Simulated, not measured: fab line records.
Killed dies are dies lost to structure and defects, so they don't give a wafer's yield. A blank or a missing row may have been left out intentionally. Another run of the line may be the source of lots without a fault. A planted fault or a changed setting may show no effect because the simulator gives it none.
Which of the tools did it? -- flow nand-harc -- Sampling: 12 lots, 34 wafers, 6 of 1302 route steps

== WHAT EACH GAUGE READ, for each wafer ==
NHARC_P_GATE_INSPECT_68.
lot,measured,on,raw-defect-count
L628,day 8 07:01,defect-inspect-02,141 88 78
L627,day 6 00:11,defect-inspect-02,295 519 276
L631,day 7 08:49,defect-inspect-01,154 153 182
L632,day 7 19:47,defect-inspect-01,257 178 347
L633,day 8 10:05,defect-inspect-01,193 276 170
L634,day 8 17:28,defect-inspect-02,177 183 132
L636,day 9 21:00,defect-inspect-01,167 146 171
L640,day 11 17:48,defect-inspect-01,111 174 131
L642,day 12 07:43,defect-inspect-02,204
L645,day 13 01:46,defect-inspect-02,313 143 310
L647,day 14 04:11,defect-inspect-01,282 318 252
L650,day 15 07:11,defect-inspect-02,143 210 183

NHARC_END_SORT_01.
lot,measured,on,killed-at-array,killed-at-other,killed-at-periphery,killed-dies,killed-open,killed-short
L631,day 26 00:52,prober-02,22 20 22,1 1 2,2 3 1,25 24 25,2 5 4,1 3 2
L640,day 30 09:01,prober-01,52 61 51,2 0 1,5 6 12,59 67 64,5 1 5,2 3 0
L642,day 30 16:48,prober-02,81,0,8,89,4,4
L645,day 31 01:24,prober-02,27 24 47,0 0 1,4 6 10,31 30 58,4 1 5,7 2 2

== EACH LOT AND THE TOOL THAT RAN IT (in order: tool; ch and the chambers of the sampled wafers; start) ==
lot,NHARC_P_GATE_STRIP_108,NHARC_P_GATE_SPUTTER_78,NHARC_P_GATE_RTA_80,NHARC_P_CONTACT_ETCH_35
L628,"rie-diel-11 ch 0,1,2, day 5 05:43","pvd-sputter-01, day 8 06:11","rtp-anneal-01 ch 0, day 8 06:22","rie-diel-08 ch 0,1,2, day 8 08:55"
L627,"rie-diel-04 ch 1,2, day 5 06:20","pvd-sputter-02, day 5 23:22","rtp-anneal-01 ch 0, day 5 23:34","rie-diel-03 ch 0,2,3, day 6 01:57"
L631,"rie-diel-02 ch 0,2,3, day 6 13:00","pvd-sputter-02, day 7 07:58","rtp-anneal-01 ch 0, day 7 08:11","rie-diel-10 ch 1,2, day 7 10:43"
L632,"rie-diel-11 ch 1,3, day 7 02:04","pvd-sputter-02, day 7 18:55","rtp-anneal-01 ch 0, day 7 19:11","rie-diel-08 ch 1,2,3, day 7 21:40"
L633,"rie-diel-04 ch 0,2,3, day 7 13:48","pvd-sputter-01, day 8 09:12","rtp-anneal-01 ch 0, day 8 09:25","rie-diel-08 ch 1,2, day 8 11:51"
L634,"rie-diel-11 ch 1,2, day 7 23:57","pvd-sputter-02, day 8 16:37","rtp-anneal-01 ch 0, day 8 16:50","rie-diel-03 ch 1,2,3, day 8 19:37"
L636,"rie-diel-11 ch 0,1,2, day 9 03:08","pvd-sputter-01, day 9 20:07","rtp-anneal-02 ch 0, day 9 20:19","rie-diel-08 ch 0,2,3, day 9 22:54"
L640,"rie-diel-11 ch 0,1, day 10 23:49","pvd-sputter-01, day 11 16:55","rtp-anneal-01 ch 0, day 11 17:06","rie-diel-10 ch 1,2,3, day 11 19:41"
L642,"rie-diel-02 ch 3, day 11 13:47","pvd-sputter-03, day 12 06:50","rtp-anneal-01 ch 0, day 12 07:01","rie-diel-03 ch 1, day 12 09:36"
L645,"rie-diel-04 ch 1,2,3, day 12 08:02","pvd-sputter-03, day 13 00:55","rtp-anneal-01 ch 0, day 13 01:08","rie-diel-03 ch 1,2,3, day 13 03:38"
L647,"rie-diel-02 ch 0,1,3, day 13 10:20","pvd-sputter-02, day 14 03:20","rtp-anneal-02 ch 0, day 14 03:31","rie-diel-08 ch 0,1,3, day 14 05:56"
L650,"rie-diel-04 ch 1,3, day 14 13:35","pvd-sputter-02, day 15 06:20","rtp-anneal-02 ch 0, day 15 06:32","rie-diel-08 ch 1,2,3, day 15 08:56"
- NHARC_P_GATE_STRIP_108: strips in O2.
- NHARC_P_GATE_SPUTTER_78: material Ni, target thk 10 nm.
- NHARC_P_GATE_RTA_80: time 30 s.
- NHARC_P_CONTACT_ETCH_35: etches the open film in CF4, target depth 39 nm, time 65 s.

== AS READ BY THE TOOLS THEMSELVES (means over the sampled wafers that have a number; for cases with no such wafer, the mark the record gives instead) ==
NHARC_P_GATE_STRIP_108.
lot,tool,drypump-motor-current-A (A),oes-product-au (a.u.),rf-vpp-V (V),showerhead-plenum-p-Torr (Torr),throttle-valve-pct (%)
L628,rie-diel-11,5.5,0.998,58.1,3.55,17.040
L627,rie-diel-04,5.5,1.001,57.7,3.48,17.045
L631,rie-diel-02,6.1,1.015,58.4,3.66,17.032
L632,rie-diel-11,6.1,0.996,58.1,3.53,17.041
L633,rie-diel-04,6.2,0.999,57.2,3.68,17.043
L634,rie-diel-11,5.4,0.989,58.2,3.62,17.030
L636,rie-diel-11,5.5,0.994,56.8,3.55,17.045
L640,rie-diel-11,5.3,1.004,57.7,3.54,17.038
L642,rie-diel-02,6.1,1.009,57.6,3.57,17.024
L645,rie-diel-04,5.9,0.995,57.9,3.59,17.052
L647,rie-diel-02,6.1,1.001,58.0,3.61,17.035
L650,rie-diel-04,5.3,0.997,57.9,3.57,17.033

NHARC_P_GATE_RTA_80.
lot,tool,wafer_temp_C_max
L628,rtp-anneal-01,301.4
L627,rtp-anneal-01,301.4
L631,rtp-anneal-01,301.6
L632,rtp-anneal-01,301.1
L633,rtp-anneal-01,301.1
L634,rtp-anneal-01,301.2
L636,rtp-anneal-02,301.0
L640,rtp-anneal-01,301.5
L642,rtp-anneal-01,301.4
L645,rtp-anneal-01,301.5
L647,rtp-anneal-02,300.9
L650,rtp-anneal-02,300.9

NHARC_P_CONTACT_ETCH_35.
lot,tool,drypump-motor-current-A (A),oes-product-au (a.u.),rf-fwd-power-W (W),rf-vpp-V (V),showerhead-plenum-p-Torr (Torr),throttle-valve-pct (%)
L628,rie-diel-08,6.2,0.997,296.8,152.4,1.83,13.293
L627,rie-diel-03,5.4,1.003,297.6,151.2,1.81,13.275
L631,rie-diel-10,5.8,0.977,297.4,152.5,1.86,13.279
L632,rie-diel-08,5.8,1.009,297.4,152.1,1.81,13.271
L633,rie-diel-08,6.4,1.009,297.2,152.1,1.82,13.282
L634,rie-diel-03,5.7,1.001,296.9,150.8,1.80,13.282
L636,rie-diel-08,5.7,0.990,296.4,151.4,1.82,13.289
L640,rie-diel-10,5.9,0.987,297.3,152.5,1.84,13.279
L642,rie-diel-03,5.8,1.009,297.6,151.2,1.87,13.266
L645,rie-diel-03,5.7,0.996,297.2,151.6,1.80,13.279
L647,rie-diel-08,5.8,0.992,297.1,151.5,1.79,13.287
L650,rie-diel-08,5.8,1.006,297.3,151.4,1.81,13.287

== THE ANSWER, worked out from the rows above alone ==
Rule: usual is defined by the lots themselves. Put in order of their means at a reading, lots are off if they are a third of the lots or fewer, leave a main group of 4 or more, and stand apart from it by a gap of 3 or more times the standard deviation of the main group's means; of several such gaps the widest counts. The tables above print the reading to a certain number of digits; a main group whose means all agree to those digits is not used. Also off: a lot with no number at a reading for which 4 or more lots have one. Where the step has rows for the other lots, those lots are counted as sound. First the gauges in route order, then the tools' own readings, where a lot's mean is used as printed above. At the first step where some lot is off, the reading lying furthest off is the one used; lots without a number count as furthest.
Nothing can be told from this: no lot is off at any reading shown.

== WHAT THE SIMULATOR PUT IN ==
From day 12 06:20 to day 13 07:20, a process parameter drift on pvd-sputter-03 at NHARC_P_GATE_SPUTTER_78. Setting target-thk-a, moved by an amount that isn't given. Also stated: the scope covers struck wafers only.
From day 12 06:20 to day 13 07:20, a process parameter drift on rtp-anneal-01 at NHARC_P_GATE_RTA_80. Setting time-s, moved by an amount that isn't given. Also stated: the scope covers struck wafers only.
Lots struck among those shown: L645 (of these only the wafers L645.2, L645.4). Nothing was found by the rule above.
